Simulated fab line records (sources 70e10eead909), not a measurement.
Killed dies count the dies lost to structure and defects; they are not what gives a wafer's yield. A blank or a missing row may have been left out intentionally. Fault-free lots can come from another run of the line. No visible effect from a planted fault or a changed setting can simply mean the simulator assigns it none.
What tool caused it?	flow nand_harc	6 lots, 18 wafers sampled, at 4 steps of a route of 1302

== WHAT THE GAUGES SHOWED, per wafer ==
NHARC_A_ONON_D1_THK_MEAS_27: measures by ellipsometry.
lot	measured	on	thk_nm (nm)
L125	day 8 23:58	film_metro-02	1002 1003 1004
L135	day 12 23:22	film_metro-02	1016 1017 1016
L138	day 14 15:24	film_metro-02	1008 1007 1008
L141	day 15 16:45	film_metro-02	991 990 989
L144	day 16 21:44	film_metro-01	1003 1004 1004
L146	day 17 15:14	film_metro-02	1006 1003 1003

== TOOL THAT RAN EACH LOT (tool first, then ch and the chambers of the sampled wafers, then the start) ==
lot	NHARC_P_BONDPAD_ETCH_37	NHARC_P_BONDPAD_ANNEAL_28	NHARC_A_ONON_D1_DEP_25
L125	rie_diel-04 ch 1,2, day 7 07:57	rtp_anneal-01 ch 0, day 7 09:34	pecvd_onon-03 ch 0, day 8 23:28
L135	rie_diel-04 ch 0,2,3, day 11 09:35	rtp_anneal-02 ch 0, day 11 11:46	pecvd_onon-04 ch 0, day 12 22:52
L138	rie_diel-04 ch 0,2,3, day 13 01:00	rtp_anneal-02 ch 0, day 13 02:49	pecvd_onon-04 ch 0, day 14 14:53
L141	rie_diel-04 ch 0,3, day 14 03:17	rtp_anneal-02 ch 0, day 14 04:58	pecvd_onon-02 ch 0, day 15 16:14
L144	rie_diel-04 ch 0,1,3, day 15 07:22	rtp_anneal-01 ch 0, day 15 08:58	pecvd_onon-03 ch 0, day 16 21:14
L146	rie_diel-06 ch 0,1,3, day 16 01:05	rtp_anneal-02 ch 0, day 16 02:48	pecvd_onon-02 ch 0, day 17 14:43
- NHARC_P_BONDPAD_ETCH_37: etches the open film in N2/H2, target depth 60 nm, overetch 18 nm, time 65.91 s.
- NHARC_P_BONDPAD_ANNEAL_28: time 90 s.
- NHARC_A_ONON_D1_DEP_25: target thk 1000 nm.

== THE ANSWER, worked out from the rows above alone ==
Rule: the usual values come from the lots themselves. The widest of any qualifying gaps counts: lots, ordered by their means at a reading, are off when they make up no more than a third of the lots, leave a main group of 4 or more, and stand apart from it by 3 or more times the standard deviation of that group's means. If all means in a main group match to the digits the tables above print for the reading, that group is not used. A lot without any number at a reading at which 4 lots or more have one is off too. Any other lot the step has rows for is counted as sound.
Across all readings shown, no lot is off: no conclusion can be drawn from this.

== WHAT THE SIMULATOR HAD INSERTED ==
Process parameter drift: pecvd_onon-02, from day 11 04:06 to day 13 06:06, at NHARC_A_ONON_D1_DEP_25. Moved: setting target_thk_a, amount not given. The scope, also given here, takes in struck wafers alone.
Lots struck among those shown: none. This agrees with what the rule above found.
